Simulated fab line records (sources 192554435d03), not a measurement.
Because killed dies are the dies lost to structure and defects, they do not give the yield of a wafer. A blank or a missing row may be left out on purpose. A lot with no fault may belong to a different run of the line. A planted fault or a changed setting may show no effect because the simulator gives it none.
Which of the tools did it? | flow n5 finfet | 69 wafers from 23 lots sampled at 4 of the route's 1938 steps

== WHAT THE GAUGES SHOWED, per wafer ==
N5_BEOL_M15_OVL_MEAS_29.
lot  | measured     | on         | M15_OVL (nm)
L076 | day 11 11:17 | overlay-01 | -3 -10 -3
L074 | day 11 14:14 | overlay-02 | 5 3 0
L075 | day 12 04:53 | overlay-02 | 1 13 6
L077 | day 12 05:12 | overlay-01 | -7 -2 -1
L078 | day 12 08:19 | overlay-01 | 0 0 -1
L079 | day 12 16:28 | overlay-02 | 0 -11 -1
L082 | day 13 08:12 | overlay-02 | -4 6 1
L081 | day 13 13:07 | overlay-02 | 16 16 6
L080 | day 13 17:49 | overlay-01 | -5 -1 -4
L083 | day 13 20:46 | overlay-01 | 5 3 2
L084 | day 14 03:11 | overlay-02 | 0 3 19
L085 | day 14 05:10 | overlay-02 | -6 -2 -8
L086 | day 14 20:16 | overlay-02 | 1 -3 -4
L087 | day 15 01:59 | overlay-01 | 0 -8 3
L088 | day 15 04:38 | overlay-01 | 3 2 7
L090 | day 15 08:07 | overlay-01 | -11 3 -9
L091 | day 15 12:52 | overlay-01 | -1 13 2
L089 | day 15 16:32 | overlay-01 | -1 -7 0
L092 | day 16 01:21 | overlay-02 | 6 1 2
L094 | day 16 06:00 | overlay-01 | -3 0 -4
L093 | day 16 11:41 | overlay-02 | 7 -5 10
L095 | day 16 17:55 | overlay-01 | -6 -3 -7
L097 | day 17 17:21 | overlay-01 | -4 -2 -7

== WHICH TOOL RAN EACH LOT (tool, then ch and the chambers of the sampled wafers, then the start) ==
lot  | N5_BEOL_M14_ANNEAL_48            | N5_BEOL_M14_CMP_49            | N5_BEOL_M15_STRIP_63
L076 | rtp anneal-02 ch 0, day 11 08:20 | cmp-02 ch 0,1,3, day 11 08:38 | rie diel-03 ch 0,2,3, day 11 11:17 or earlier
L074 | rtp anneal-01 ch 0, day 11 11:15 | cmp-02 ch 0,2,3, day 11 11:30 | rie diel-01 ch 0,1,2, day 11 14:14 or earlier
L075 | rtp anneal-02 ch 0, day 12 01:53 | cmp-04 ch 0,1,2, day 12 02:08 | rie diel-03 ch 0,2,3, day 12 04:53 or earlier
L077 | rtp anneal-01 ch 0, day 12 02:15 | cmp-02 ch 0,3, day 12 02:35   | rie diel-03 ch 0,1,2, day 12 05:12 or earlier
L078 | rtp anneal-02 ch 0, day 12 05:19 | cmp-04 ch 0,1,3, day 12 05:38 | rie diel-06 ch 0,2,3, day 12 08:19 or earlier
L079 | rtp anneal-01 ch 0, day 12 13:27 | cmp-04 ch 0,1, day 12 13:45   | rie diel-01 ch 1,2,3, day 12 16:28 or earlier
L082 | rtp anneal-01 ch 0, day 13 03:32 | cmp-02 ch 0,2,3, day 13 03:48 | rie diel-03 ch 0,2,3, day 13 08:12 or earlier
L081 | rtp anneal-01 ch 0, day 13 10:20 | cmp-04 ch 1,2,3, day 13 10:35 | rie diel-03 ch 0,3, day 13 13:07 or earlier
L080 | rtp anneal-02 ch 0, day 13 14:12 | cmp-04 ch 0,1,3, day 13 14:56 | rie diel-01 ch 0,2,3, day 13 17:49 or earlier
L083 | rtp anneal-01 ch 0, day 13 17:41 | cmp-04 ch 0,1, day 13 17:58   | rie diel-01 ch 0,1,3, day 13 20:46 or earlier
L084 | rtp anneal-01 ch 0, day 14 00:07 | cmp-04 ch 2,3, day 14 00:23   | rie diel-01 ch 0,1,3, day 14 03:11 or earlier
L085 | rtp anneal-01 ch 0, day 14 02:05 | cmp-04 ch 0,2, day 14 02:23   | rie diel-06 ch 0,1, day 14 05:10 or earlier
L086 | rtp anneal-01 ch 0, day 14 17:07 | cmp-01 ch 0,2,3, day 14 17:24 | rie diel-03 ch 1,2,3, day 14 20:16 or earlier
L087 | rtp anneal-01 ch 0, day 14 22:54 | cmp-04 ch 1,2,3, day 14 23:11 | rie diel-01 ch 0,1,2, day 15 01:59 or earlier
L088 | rtp anneal-02 ch 0, day 15 01:05 | cmp-02 ch 1,2, day 15 01:24   | rie diel-03 ch 0,1,2, day 15 04:38 or earlier
L090 | rtp anneal-02 ch 0, day 15 05:07 | cmp-04 ch 0,1,2, day 15 05:20 | rie diel-06 ch 0,2,3, day 15 08:07 or earlier
L091 | rtp anneal-02 ch 0, day 15 09:57 | cmp-04 ch 1,2,3, day 15 10:13 | rie diel-06 ch 0,2, day 15 12:52 or earlier
L089 | rtp anneal-01 ch 0, day 15 13:35 | cmp-02 ch 0,1, day 15 13:52   | rie diel-03 ch 0,1, day 15 16:32 or earlier
L092 | rtp anneal-01 ch 0, day 15 22:21 | cmp-02 ch 0,1,2, day 15 22:36 | rie diel-06 ch 0,2, day 16 01:21 or earlier
L094 | rtp anneal-01 ch 0, day 16 03:06 | cmp-01 ch 0,1,3, day 16 03:24 | rie diel-03 ch 0,1,2, day 16 06:00 or earlier
L093 | rtp anneal-01 ch 0, day 16 08:50 | cmp-01 ch 0,1,3, day 16 09:10 | rie diel-06 ch 0,1,2, day 16 11:41 or earlier
L095 | rtp anneal-01 ch 0, day 16 14:57 | cmp-01 ch 0,1,2, day 16 15:12 | rie diel-06 ch 0,1,3, day 16 17:55 or earlier
L097 | rtp anneal-02 ch 0, day 17 14:07 | cmp-04 ch 1,3, day 17 14:34   | rie diel-01 ch 2,3, day 17 17:21 or earlier
- N5_BEOL_M14_ANNEAL_48: time 90 s.
- N5_BEOL_M14_CMP_49: polishes, stops on SiO2, t overpolish 5.2 s, target thk 560 nm.
- N5_BEOL_M15_STRIP_63: strips in O2.

== WHAT THE TOOLS THEMSELVES READ (means of the sampled wafers that have a number; where no wafer has one, the mark that the record gives instead) ==
N5_BEOL_M14_ANNEAL_48.
lot  | tool          | wafer_temp_C_max
L076 | rtp anneal-02 | 225.47
L074 | rtp anneal-01 | 225.78
L075 | rtp anneal-02 | 225.94
L077 | rtp anneal-01 | 226.09
L078 | rtp anneal-02 | 225.63
L079 | rtp anneal-01 | 225.57
L082 | rtp anneal-01 | 225.97
L081 | rtp anneal-01 | 225.71
L080 | rtp anneal-02 | 225.64
L083 | rtp anneal-01 | 225.74
L084 | rtp anneal-01 | 225.87
L085 | rtp anneal-01 | 225.89
L086 | rtp anneal-01 | 225.78
L087 | rtp anneal-01 | 225.85
L088 | rtp anneal-02 | 225.72
L090 | rtp anneal-02 | 225.75
L091 | rtp anneal-02 | 225.74
L089 | rtp anneal-01 | 225.92
L092 | rtp anneal-01 | 225.93
L094 | rtp anneal-01 | 225.82
L093 | rtp anneal-01 | 225.55
L095 | rtp anneal-01 | 225.86
L097 | rtp anneal-02 | 225.41

N5_BEOL_M14_CMP_49.
lot  | tool   | barrier field endpoint s (s) | motor current A (A) | overpolish run s (s) | pad life wafers | time to endpoint s (s)
L076 | cmp-02 | 11.6                         | 7.0                 | 5.202                | 1658            | 127
L074 | cmp-02 | 11.5                         | 7.3                 | 5.191                | 1681            | 122
L075 | cmp-04 | 11.5                         | 8.2                 | 5.198                | 932             | 123
L077 | cmp-02 | 11.6                         | 7.1                 | 5.194                | 1892            | 127
L078 | cmp-04 | 11.2                         | 8.0                 | 5.202                | 975             | 122
L079 | cmp-04 | 11.6                         | 7.9                 | 5.199                | 1058            | 126
L082 | cmp-02 | 11.8                         | 7.3                 | 5.204                | 33              | 128
L081 | cmp-04 | 11.5                         | 7.5                 | 5.202                | 1201            | 125
L080 | cmp-04 | 11.3                         | 8.2                 | 5.208                | 1244            | 123
L083 | cmp-04 | 10.9                         | 8.7                 | 5.198                | 1272            | 120
L084 | cmp-04 | 11.2                         | 7.9                 | 5.197                | 1344            | 118
L085 | cmp-04 | 11.4                         | 8.6                 | 5.200                | 1375            | 121
L086 | cmp-01 | 11.2                         | 8.6                 | 5.199                | 1201            | 121
L087 | cmp-04 | 11.4                         | 7.7                 | 5.198                | 1531            | 122
L088 | cmp-02 | 11.5                         | 7.2                 | 5.199                | 312             | 128
L090 | cmp-04 | 11.0                         | 8.4                 | 5.212                | 1585            | 123
L091 | cmp-04 | 11.6                         | 7.8                 | 5.198                | 1639            | 125
L089 | cmp-02 | 12.0                         | 7.7                 | 5.194                | 480             | 128
L092 | cmp-02 | 11.7                         | 7.4                 | 5.210                | 566             | 125
L094 | cmp-01 | 11.3                         | 8.0                 | 5.197                | 1435            | 117
L093 | cmp-01 | 11.3                         | 7.6                 | 5.200                | 1484            | 113
L095 | cmp-01 | 11.0                         | 7.7                 | 5.199                | 1525            | 111
L097 | cmp-04 | 11.5                         | 7.8                 | 5.199                | 2071            | 121

N5_BEOL_M15_STRIP_63.
lot  | tool        | chamber pressure mTorr (mTorr) | drypump motor current A (A) | oes product au (a.u.) | rf vpp V (V) | showerhead plenum p Torr (Torr) | throttle valve pct (%)
L076 | rie diel-03 | 29.98                          | 5.5                         | 0.76                  | 4.6          | 2.07                            | 16.93
L074 | rie diel-01 | 29.96                          | 6.0                         | 0.87                  | 3.6          | 2.05                            | 16.61
L075 | rie diel-03 | 30.01                          | 5.5                         | 0.76                  | 3.4          | 2.07                            | 16.93
L077 | rie diel-03 | 29.99                          | 5.8                         | 0.85                  | 4.6          | 2.09                            | 16.90
L078 | rie diel-06 | 30.00                          | 5.7                         | 0.76                  | 3.4          | 2.04                            | 16.76
L079 | rie diel-01 | 29.98                          | 6.2                         | 0.80                  | 3.3          | 2.05                            | 16.64
L082 | rie diel-03 | 30.03                          | 5.5                         | 0.75                  | 3.8          | 2.07                            | 16.93
L081 | rie diel-03 | 30.01                          | 5.7                         | 0.81                  | 3.6          | 2.09                            | 16.83
L080 | rie diel-01 | 30.02                          | 6.3                         | 0.80                  | 3.8          | 2.07                            | 16.77
L083 | rie diel-01 | 30.02                          | 6.2                         | 0.79                  | 3.5          | 2.05                            | 16.65
L084 | rie diel-01 | 29.99                          | 6.2                         | 0.79                  | 3.5          | 2.05                            | 16.65
L085 | rie diel-06 | 29.97                          | 5.6                         | 0.73                  | 3.9          | 1.98                            | 16.49
L086 | rie diel-03 | 30.02                          | 5.4                         | 0.76                  | 3.8          | 2.03                            | 16.91
L087 | rie diel-01 | 29.99                          | 6.0                         | 0.83                  | 3.0          | 2.04                            | 16.64
L088 | rie diel-03 | 30.01                          | 5.7                         | 0.81                  | 4.0          | 2.09                            | 16.92
L090 | rie diel-06 | 30.00                          | 5.7                         | 0.75                  | 4.0          | 2.03                            | 16.79
L091 | rie diel-06 | 30.02                          | 5.9                         | 0.74                  | 3.4          | 2.07                            | 16.89
L089 | rie diel-03 | 30.00                          | 5.9                         | 0.86                  | 3.4          | 2.11                            | 16.85
L092 | rie diel-06 | 30.01                          | 5.9                         | 0.74                  | 4.5          | 2.07                            | 16.91
L094 | rie diel-03 | 30.02                          | 5.7                         | 0.79                  | 2.9          | 2.08                            | 16.96
L093 | rie diel-06 | 30.00                          | 5.8                         | 0.81                  | 4.0          | 2.11                            | 16.57
L095 | rie diel-06 | 29.98                          | 5.5                         | 0.81                  | 3.4          | 2.07                            | 16.47
L097 | rie diel-01 | 30.02                          | 6.3                         | 0.77                  | 3.8          | 2.06                            | 16.80

== THE ANSWER, worked out from the rows above alone ==
Rule: the lots themselves supply what counts as usual. The widest of any qualifying gaps counts: lots, ordered by their means at a reading, are off when they make up no more than a third of the lots, leave a main group of 4 or more, and stand apart from it by 3 or more times the standard deviation of that group's means. Not used: any main group whose means are identical at the precision the tables above print for the reading. A lot without any number at a reading at which 4 lots or more have one is off too. The other lots that the step has rows for count as sound. After the gauges, taken in route order, come the tools' own readings; for these a lot's mean is taken, as printed above. At the first step where some lot is off, the reading lying furthest off is the one used; lots without a number count as furthest.
Nothing can be told from this: no lot is off at any reading shown.

== WHAT THE SIMULATOR HAD INSERTED ==
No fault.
